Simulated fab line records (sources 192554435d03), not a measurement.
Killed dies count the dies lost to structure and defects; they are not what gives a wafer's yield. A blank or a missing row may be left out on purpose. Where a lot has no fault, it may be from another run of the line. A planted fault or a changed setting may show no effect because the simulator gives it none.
Chamber matching ; flow n5Finfet ; rieSi-04 running N5_FIN_CUT_CUT_ETCH_28: 4 sister chambers
The step etches Si in HBr/Cl2/O2, target depth 6 nm, time 2.4 s. 33 wafers are shown with their chamber, then 12 later ones without.

## EACH WAFER AND ITS CHAMBER
wafer;chamber;throttleValvePct (%);drypumpMotorCurrentA (A);oesProductAu (a.u.)
L074.1;1;36.7;5.6;0.993
L074.4;0;37.8;6.4;1.016
L074.6;3;37.1;6.0;1.027
L075.1;3;37.0;5.9;1.024
L075.4;2;37.1;5.6;1.000
L075.6;1;36.7;5.6;0.991
L076.2;2;37.1;5.6;1.001
L076.3;1;36.7;5.6;0.986
L076.4;3;37.1;6.0;1.026
L077.2;1;36.7;5.6;0.990
L077.3;2;37.1;5.6;0.999
L077.5;1;36.7;5.6;0.986
L078.1;2;37.1;5.6;0.996
L078.2;0;37.8;6.5;1.014
L078.3;1;36.7;5.6;0.991
L079.3;0;37.8;6.4;1.006
L079.4;1;36.7;5.5;0.994
L079.5;1;36.7;5.5;0.993
L082.1;0;37.8;6.4;1.013
L082.4;2;37.1;5.5;0.992
L082.5;2;37.1;5.6;0.991
L083.1;0;37.8;6.4;1.015
L083.5;0;37.8;6.4;1.015
L083.6;1;36.7;5.6;0.995
L084.1;2;37.1;5.5;0.999
L084.2;3;37.0;6.0;1.030
L084.4;0;37.8;6.4;1.011
L088.3;0;37.8;6.4;1.015
L088.4;2;37.1;5.6;0.995
L088.5;1;36.7;5.6;0.997
L089.1;1;36.7;5.5;0.992
L089.2;3;37.0;5.9;1.030
L089.6;3;37.1;5.9;1.033

SIGNATURES, as means of the wafers listed above
reading;chamber 0;chamber 1;chamber 2;chamber 3;scatter within a chamber
throttleValvePct;37.800;36.700;37.100;37.050;0.0227
drypumpMotorCurrentA;6.413;5.573;5.575;5.950;0.0457
oesProductAu;1.01313;0.99164;0.99662;1.02833;0.00344
Rule: for each reading, subtract the chamber's mean from the wafer's reading, divide by that reading's scatter and square the result; add these up over the readings and take the root, which gives the wafer's distance from the chamber. The wafer belongs to the nearest chamber; if the next one is less than 2 further off, it can't be placed. The scatter: the root of (the sum of the squares of (reading less its chamber's mean) over the shown wafers, divided by (wafers less chambers)).

## WAFERS WITHOUT THEIR CHAMBER
wafer;throttleValvePct (%);drypumpMotorCurrentA (A);oesProductAu (a.u.)
L090.1;36.8;5.6;0.990
L090.4;37.1;6.0;1.021
L090.5;37.8;6.4;1.010
L093.3;36.8;5.5;0.993
L093.4;37.1;5.6;1.000
L093.6;37.1;5.6;0.996
L094.1;37.1;5.9;1.024
L094.4;37.8;6.4;1.010
L094.5;36.7;5.6;0.998
L095.1;37.1;5.5;0.997
L095.4;37.8;6.4;1.005
L095.6;37.1;5.5;0.996

## WHICH CHAMBER EACH WENT THROUGH
wafer;from the rows above;in truth
L090.1;1;1
L090.4;3;3
L090.5;0;0
L093.3;1;1
L093.4;2;2
L093.6;2;2
L094.1;3;3
L094.4;0;0
L094.5;1;1
L095.1;2;2
L095.4;0;0
L095.6;2;2
12 of 12 placed correctly. Not placeable from these rows: 0. Placed wrongly: 0.
